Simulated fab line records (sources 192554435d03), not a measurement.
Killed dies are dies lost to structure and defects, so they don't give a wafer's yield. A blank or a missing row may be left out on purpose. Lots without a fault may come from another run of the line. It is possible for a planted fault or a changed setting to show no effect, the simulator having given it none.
Matching of chambers | flow n5_finfet | 3 sister chambers for N5_GATE_CUT_HM_DEP_46 on pecvd-04
The step deposits SiO2 from TEOS/O2, target thk 130 nm, time 26.6 s. 14 wafers are shown with their chamber, then 7 later ones without.

== WAFERS WITH THEIR CHAMBER ==
wafer  | chamber | showerhead_plenum_p_Torr (Torr) | throttle_valve_pct (%) | heater_power_w (W)
L539.1 | 2       | 8.30                            | 19.0                   | 473
L539.2 | 1       | 8.38                            | 18.7                   | 446
L539.5 | 2       | 8.32                            | 19.2                   | 475
L542.1 | 1       | 8.39                            | 18.5                   | 417
L542.4 | 2       | 8.27                            | 19.0                   | 433
L542.5 | 1       | 8.40                            | 18.4                   | 424
L546.1 | 2       | 8.31                            | 19.1                   | 522
L546.2 | 0       | 8.30                            | 19.1                   | 415
L546.6 | 1       | 8.40                            | 18.5                   | 434
L555.1 | 0       | 8.29                            | 18.9                   | 536
L555.2 | 1       | 8.39                            | 18.5                   | 398
L555.5 | 2       | 8.31                            | 18.8                   | 451
L556.1 | 1       | 8.39                            | 18.3                   | 469
L556.2 | 2       | 8.29                            | 19.4                   | 389

SIGNATURES (means of the wafers above)
reading                  | chamber 0 | chamber 1 | chamber 2 | scatter within a chamber
showerhead_plenum_p_Torr | 8.2950    | 8.3917    | 8.3000    | 0.0133
throttle_valve_pct       | 19.000    | 18.483    | 19.083    | 0.17
heater_power_w           | 475.50    | 431.33    | 457.17    | 43
Rule: a wafer lies at a distance from a chamber equal to the root of the sum of squares, over the readings, of (its reading less the chamber's mean, divided by the reading's scatter). The wafer belongs to the nearest chamber; if the next one is less than 2 further off, it can't be placed. The scatter: take each reading less its chamber's mean, square it, sum over the shown wafers, divide by the number of wafers less the number of chambers, and take the root.

== WAFERS WITHOUT THEIR CHAMBER ==
wafer  | showerhead_plenum_p_Torr (Torr) | throttle_valve_pct (%) | heater_power_w (W)
L556.5 | 8.41                            | 18.4                   | 466
L559.2 | 8.41                            | 18.8                   | 470
L559.5 | 8.31                            | 19.3                   | 477
L559.6 | 8.41                            | 18.5                   | 462
L560.1 | 8.42                            | 18.3                   | 447
L560.4 | 8.29                            | 19.1                   | 548
L560.6 | 8.28                            | 19.4                   | 461

== CHAMBER TAKEN BY EACH ==
wafer  | from the rows above     | in truth
L556.5 | 1                       | 1
L559.2 | 1                       | 1
L559.5 | can't be placed: 2 or 0 | 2
L559.6 | 1                       | 1
L560.1 | 1                       | 1
L560.4 | can't be placed: 0 or 2 | 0
L560.6 | can't be placed: 2 or 0 | 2
Correct placement for 4 of the 7. Not placeable from these rows: 3 (in 3, the candidates include the true chamber). Number placed wrongly: 0.
